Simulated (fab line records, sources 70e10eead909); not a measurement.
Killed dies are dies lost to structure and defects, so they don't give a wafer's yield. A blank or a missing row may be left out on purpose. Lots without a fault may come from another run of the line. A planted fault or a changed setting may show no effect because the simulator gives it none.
Which tool did it? | flow nand_harc | 24 lots, 72 wafers sampled, at 5 steps of a route of 1302

WHAT THE GAUGES READ, wafer by wafer
NHARC_A_SGD_CUT_INSPECT_11. Usual: raw_defect_count 54, standard deviation 33.
lot  | measured     | on                | raw_defect_count | flag
L074 | day 20 03:38 | defect_inspect-01 | 73 57 66         |
L076 | day 19 22:39 | defect_inspect-01 | 13 21 11         |
L075 | day 19 22:22 | defect_inspect-02 | 66 53 58         |
L077 | day 20 01:28 | defect_inspect-01 | 118 128 114      |
L078 | day 20 15:41 | defect_inspect-01 | 13 15 22         |
L080 | day 21 01:58 | defect_inspect-02 | 17 18 16         |
L079 | day 21 00:40 | defect_inspect-02 | 124 101 107      |
L081 | day 21 23:18 | defect_inspect-02 | 69 76 90         |
L082 | day 22 10:03 | defect_inspect-01 | 47 50 63         |
L083 | day 22 23:28 | defect_inspect-02 | 81 73 83         |
L086 | day 23 10:06 | defect_inspect-02 | 64 63 65         |
L084 | day 23 11:18 | defect_inspect-02 | 18 19 21         |
L085 | day 23 11:01 | defect_inspect-01 | 38 40 32         |
L087 | day 24 01:52 | defect_inspect-02 | 28 20 23         |
L088 | day 25 01:11 | defect_inspect-02 | 19 21 24         |
L089 | day 25 01:00 | defect_inspect-02 | 101 91 91        |
L090 | day 25 15:49 | defect_inspect-01 | 50 53 47         |
L091 | day 25 15:58 | defect_inspect-02 | 112 86 93        |
L092 | day 26 18:47 | defect_inspect-01 | 26 20 22         |
L093 | day 26 15:54 | defect_inspect-02 | 109 87 86        |
L094 | day 27 19:42 | defect_inspect-02 | 49 53 56         |
L095 | day 27 19:20 | defect_inspect-01 | 28 22 23         |
L096 | day 27 21:13 | defect_inspect-02 | 69 74 70         |
L097 | day 28 15:01 | defect_inspect-01 | 7 8 4            |

WHICH TOOL RAN EACH LOT (tool, then ch and the chambers of the sampled wafers, then the start)
lot  | NHARC_A_STAIRCASE_DEP_322       | NHARC_A_STAIRCASE_DESCUM_443       | NHARC_A_STAIRCASE_CMP_450     | NHARC_A_STAIRCASE_CMP_472
L074 | pecvd-02 ch 0,1,2, day 18 20:35 | rie_diel-06 ch 0,1, day 19 14:34   | cmp-02 ch 0,1,2, day 19 23:34 | cmp-02 ch 0,1, day 20 02:21
L076 | pecvd-04 ch 1,2, day 18 20:40   | rie_diel-08 ch 0,1,3, day 19 14:31 | cmp-01 ch 0,1,3, day 19 19:49 | cmp-01 ch 1,2,3, day 19 21:24
L075 | pecvd-03 ch 0,1,2, day 18 20:52 | rie_diel-06 ch 1,2, day 19 14:29   | cmp-03 ch 0,1,2, day 19 19:49 | cmp-03 ch 0,1, day 19 21:15
L077 | pecvd-04 ch 0,1,2, day 18 21:14 | rie_diel-08 ch 1,2,3, day 19 14:37 | cmp-03 ch 0,1,2, day 19 22:40 | cmp-02 ch 1,2,3, day 20 00:13
L078 | pecvd-04 ch 1,2, day 19 16:41   | rie_diel-07 ch 0,1, day 20 07:44   | cmp-01 ch 1,2, day 20 12:59   | cmp-01 ch 1,2, day 20 14:25
L080 | pecvd-03 ch 0,1, day 20 00:57   | rie_diel-06 ch 0,3, day 20 16:54   | cmp-01 ch 0,2,3, day 20 23:17 | cmp-03 ch 0,3, day 21 00:43
L079 | pecvd-03 ch 0,2, day 20 01:37   | rie_diel-08 ch 2,3, day 20 16:37   | cmp-02 ch 1,3, day 20 21:52   | cmp-02 ch 0,1, day 20 23:24
L081 | pecvd-02 ch 1,2, day 20 18:03   | rie_diel-07 ch 0,1,3, day 21 15:16 | cmp-01 ch 0,2, day 21 20:33   | cmp-03 ch 0,1,3, day 21 22:01
L082 | pecvd-02 ch 0,1,2, day 21 04:01 | rie_diel-07 ch 0,1,3, day 22 02:01 | cmp-03 ch 1,2,3, day 22 07:16 | cmp-02 ch 1,2,3, day 22 08:43
L083 | pecvd-02 ch 0,1,2, day 21 22:20 | rie_diel-08 ch 0,2,3, day 22 14:14 | cmp-01 ch 1,2,3, day 22 20:44 | cmp-02 ch 1,2,3, day 22 22:13
L086 | pecvd-03 ch 0,1,2, day 22 08:43 | rie_diel-07 ch 2,3, day 23 02:01   | cmp-03 ch 2,3, day 23 07:20   | cmp-01 ch 0,2,3, day 23 08:54
L084 | pecvd-04 ch 0,1,2, day 22 08:46 | rie_diel-08 ch 0,2,3, day 23 02:11 | cmp-03 ch 0,1,3, day 23 08:30 | cmp-01 ch 0,1,2, day 23 09:56
L085 | pecvd-02 ch 0,2, day 22 08:52   | rie_diel-06 ch 1,2, day 23 03:05   | cmp-02 ch 1,2, day 23 08:20   | cmp-02 ch 0,1,2, day 23 09:55
L087 | pecvd-02 ch 0,1,2, day 22 23:32 | rie_diel-08 ch 0,1,3, day 23 17:59 | cmp-01 ch 0,1,2, day 23 23:16 | cmp-03 ch 0,2,3, day 24 00:47
L088 | pecvd-04 ch 1,2, day 23 21:51   | rie_diel-06 ch 0,1,2, day 24 17:05 | cmp-01 ch 1,2, day 24 22:28   | cmp-03 ch 0,1,3, day 25 00:00
L089 | pecvd-02 ch 0,1, day 23 21:55   | rie_diel-07 ch 0,2,3, day 24 16:52 | cmp-03 ch 0,1,3, day 24 22:10 | cmp-02 ch 0,2,3, day 24 23:45
L090 | pecvd-03 ch 0,1,2, day 24 15:59 | rie_diel-07 ch 1,2,3, day 25 07:46 | cmp-03 ch 0,1,3, day 25 13:07 | cmp-03 ch 1,2,3, day 25 14:35
L091 | pecvd-02 ch 0,2, day 24 16:05   | rie_diel-06 ch 0,1,3, day 25 07:56 | cmp-01 ch 1,2,3, day 25 13:13 | cmp-01 ch 1,2,3, day 25 14:41
L092 | pecvd-03 ch 1,2, day 25 15:07   | rie_diel-08 ch 0,1, day 26 07:55   | cmp-02 ch 0,1, day 26 16:05   | cmp-03 ch 1,3, day 26 17:33
L093 | pecvd-04 ch 0,1,2, day 25 15:24 | rie_diel-08 ch 1,2, day 26 07:52   | cmp-01 ch 1,2,3, day 26 13:14 | cmp-01 ch 1,2,3, day 26 14:42
L094 | pecvd-02 ch 0,2, day 26 15:40   | rie_diel-07 ch 1,2,3, day 27 11:30 | cmp-02 ch 1,2,3, day 27 16:49 | cmp-02 ch 1,2,3, day 27 18:22
L095 | pecvd-04 ch 1,2, day 26 21:02   | rie_diel-08 ch 0,2,3, day 27 11:20 | cmp-01 ch 0,1,2, day 27 16:38 | cmp-02 ch 0,2,3, day 27 18:05
L096 | pecvd-02 ch 0,1, day 26 21:02   | rie_diel-06 ch 0,2,3, day 27 11:47 | cmp-02 ch 2,3, day 27 18:31   | cmp-02 ch 0,3, day 27 19:59
L097 | pecvd-03 ch 0,1, day 27 13:46   | rie_diel-06 ch 0,2, day 28 06:58   | cmp-01 ch 0,1,2, day 28 12:13 | cmp-01 ch 1,3, day 28 13:46
- NHARC_A_STAIRCASE_DEP_322: deposits SiO2, target thk 7200 nm.
- NHARC_A_STAIRCASE_DESCUM_443: chemistry O2, time 3 s.
- NHARC_A_STAIRCASE_CMP_450: polishes SiO2, target thk 200 nm.
- NHARC_A_STAIRCASE_CMP_472: polishes SiO2.

WHAT THE TOOLS THEMSELVES READ (means of the sampled wafers that have a number; where no wafer has one, the mark that the record gives instead)
NHARC_A_STAIRCASE_DEP_322. Usual: heater_power_w 638 W, standard deviation 83; susceptor_temp_C 400.03 C, standard deviation 0.2.
lot  | tool     | heater_power_w (W) | susceptor_temp_C (C) | flag
L074 | pecvd-02 | 580                | 400.24               |
L076 | pecvd-04 | 719                | 399.96               |
L075 | pecvd-03 | 628                | 400.11               |
L077 | pecvd-04 | 634                | 399.93               |
L078 | pecvd-04 | 590                | 399.95               |
L080 | pecvd-03 | 665                | 400.16               |
L079 | pecvd-03 | 608                | 400.07               |
L081 | pecvd-02 | 594                | 399.84               |
L082 | pecvd-02 | 647                | 400.06               |
L083 | pecvd-02 | 645                | 400.03               |
L086 | pecvd-03 | 637                | 399.93               |
L084 | pecvd-04 | 718                | 400.01               |
L085 | pecvd-02 | 556                | 400.09               |
L087 | pecvd-02 | 600                | 399.88               |
L088 | pecvd-04 | 579                | 399.90               |
L089 | pecvd-02 | 651                | 399.89               |
L090 | pecvd-03 | 711                | 400.02               |
L091 | pecvd-02 | 638                | 400.22               |
L092 | pecvd-03 | 720                | 400.04               |
L093 | pecvd-04 | 604                | 400.15               |
L094 | pecvd-02 | 597                | 400.03               |
L095 | pecvd-04 | 675                | 399.93               |
L096 | pecvd-02 | 585                | 400.14               |
L097 | pecvd-03 | 659                | 400.24               |

NHARC_A_STAIRCASE_DESCUM_443. Usual: drypump_motor_current_A 5.6 A, standard deviation 0.43; oes_product_au 0.999 a.u., standard deviation 0.012; rf_vpp_V 57.6 V, standard deviation 0.9; showerhead_plenum_p_Torr 1.91 Torr, standard deviation 0.065; throttle_valve_pct 11.310 %, standard deviation 0.0094.
lot  | tool        | drypump_motor_current_A (A) | oes_product_au (a.u.) | rf_vpp_V (V) | showerhead_plenum_p_Torr (Torr) | throttle_valve_pct (%) | flag
L074 | rie_diel-06 | 5.6                         | 1.002                 | 57.5         | 1.98                            | 11.306                 |
L076 | rie_diel-08 | 5.5                         | 1.006                 | 57.3         | 1.88                            | 11.315                 |
L075 | rie_diel-06 | 6.3                         | 0.992                 | 58.0         | 1.87                            | 11.311                 |
L077 | rie_diel-08 | 5.5                         | 1.001                 | 57.9         | 1.87                            | 11.302                 |
L078 | rie_diel-07 | 5.8                         | 0.985                 | 57.7         | 2.00                            | 11.317                 |
L080 | rie_diel-06 | 5.8                         | 0.992                 | 57.3         | 1.93                            | 11.319                 |
L079 | rie_diel-08 | 5.5                         | 0.994                 | 57.0         | 1.82                            | 11.309                 |
L081 | rie_diel-07 | 5.5                         | 0.991                 | 57.8         | 1.95                            | 11.307                 |
L082 | rie_diel-07 | 5.4                         | 0.995                 | 57.6         | 1.95                            | 11.311                 |
L083 | rie_diel-08 | 5.4                         | 0.994                 | 57.6         | 1.86                            | 11.307                 |
L086 | rie_diel-07 | 5.3                         | 1.005                 | 57.5         | 1.90                            | 11.306                 |
L084 | rie_diel-08 | 5.4                         | 0.992                 | 57.6         | 1.86                            | 11.313                 |
L085 | rie_diel-06 | 6.4                         | 0.999                 | 56.8         | 1.87                            | 11.312                 |
L087 | rie_diel-08 | 5.5                         | 1.006                 | 58.1         | 1.87                            | 11.300                 |
L088 | rie_diel-06 | 5.9                         | 1.003                 | 58.1         | 1.91                            | 11.303                 |
L089 | rie_diel-07 | 5.6                         | 0.987                 | 58.0         | 1.95                            | 11.315                 |
L090 | rie_diel-07 | 5.2                         | 0.997                 | 57.5         | 1.93                            | 11.314                 |
L091 | rie_diel-06 | 5.7                         | 0.995                 | 57.9         | 1.92                            | 11.311                 |
L092 | rie_diel-08 | 5.4                         | 1.016                 | 57.3         | 1.90                            | 11.313                 |
L093 | rie_diel-08 | 5.6                         | 1.007                 | 57.7         | 1.91                            | 11.309                 |
L094 | rie_diel-07 | 5.2                         | 0.987                 | 57.8         | 1.92                            | 11.310                 |
L095 | rie_diel-08 | 5.4                         | 1.010                 | 56.9         | 1.85                            | 11.307                 |
L096 | rie_diel-06 | 6.0                         | 0.997                 | 57.1         | 1.90                            | 11.308                 |
L097 | rie_diel-06 | 6.2                         | 1.000                 | 58.1         | 1.89                            | 11.314                 |

NHARC_A_STAIRCASE_CMP_450. Usual: motor_current_A 11.8 A, standard deviation 1.3.
lot  | tool   | motor_current_A (A) | flag
L074 | cmp-02 | 12.2                |
L076 | cmp-01 | 11.9                |
L075 | cmp-03 | 12.2                |
L077 | cmp-03 | 12.4                |
L078 | cmp-01 | 10.8                |
L080 | cmp-01 | 11.5                |
L079 | cmp-02 | 13.3                |
L081 | cmp-01 | 12.4                |
L082 | cmp-03 | 11.2                |
L083 | cmp-01 | 11.0                |
L086 | cmp-03 | 11.6                |
L084 | cmp-03 | 11.4                |
L085 | cmp-02 | 13.0                |
L087 | cmp-01 | 11.9                |
L088 | cmp-01 | 11.6                |
L089 | cmp-03 | 11.2                |
L090 | cmp-03 | 11.3                |
L091 | cmp-01 | 10.5                |
L092 | cmp-02 | 11.4                |
L093 | cmp-01 | 11.0                |
L094 | cmp-02 | 13.3                |
L095 | cmp-01 | 11.9                |
L096 | cmp-02 | 12.3                |
L097 | cmp-01 | 11.4                |

NHARC_A_STAIRCASE_CMP_472. Usual: motor_current_A 11.9 A, standard deviation 1.3.
lot  | tool   | motor_current_A (A) | flag
L074 | cmp-02 | 11.5                |
L076 | cmp-01 | 11.1                |
L075 | cmp-03 | 11.5                |
L077 | cmp-02 | 13.0                |
L078 | cmp-01 | 10.8                |
L080 | cmp-03 | 10.9                |
L079 | cmp-02 | 12.4                |
L081 | cmp-03 | 11.3                |
L082 | cmp-02 | 13.0                |
L083 | cmp-02 | 12.2                |
L086 | cmp-01 | 11.4                |
L084 | cmp-01 | 11.9                |
L085 | cmp-02 | 12.5                |
L087 | cmp-03 | 11.6                |
L088 | cmp-03 | 11.5                |
L089 | cmp-02 | 11.6                |
L090 | cmp-03 | 11.2                |
L091 | cmp-01 | 11.4                |
L092 | cmp-03 | 9.7                 |
L093 | cmp-01 | 10.8                |
L094 | cmp-02 | 12.9                |
L095 | cmp-02 | 12.0                |
L096 | cmp-02 | 12.6                |
L097 | cmp-01 | 11.3                |

THE ANSWER, worked out from the rows above alone
Rule: a lot is off if the mean of its wafers that have a number lies more than 3 standard deviations from the usual mean. A lot without any number at a reading at which 4 lots or more have one is off too. The other lots that the step has rows for count as sound. The gauges are gone through in route order, then the tools' own readings, and for those a lot's mean is taken as printed above. The first step at which some lot is off is used, and at that step the reading that is off furthest; a lot without a number counts as furthest.
No lot is off at any reading shown: from this, nothing can be told.

WHAT THE SIMULATOR HAD PUT IN
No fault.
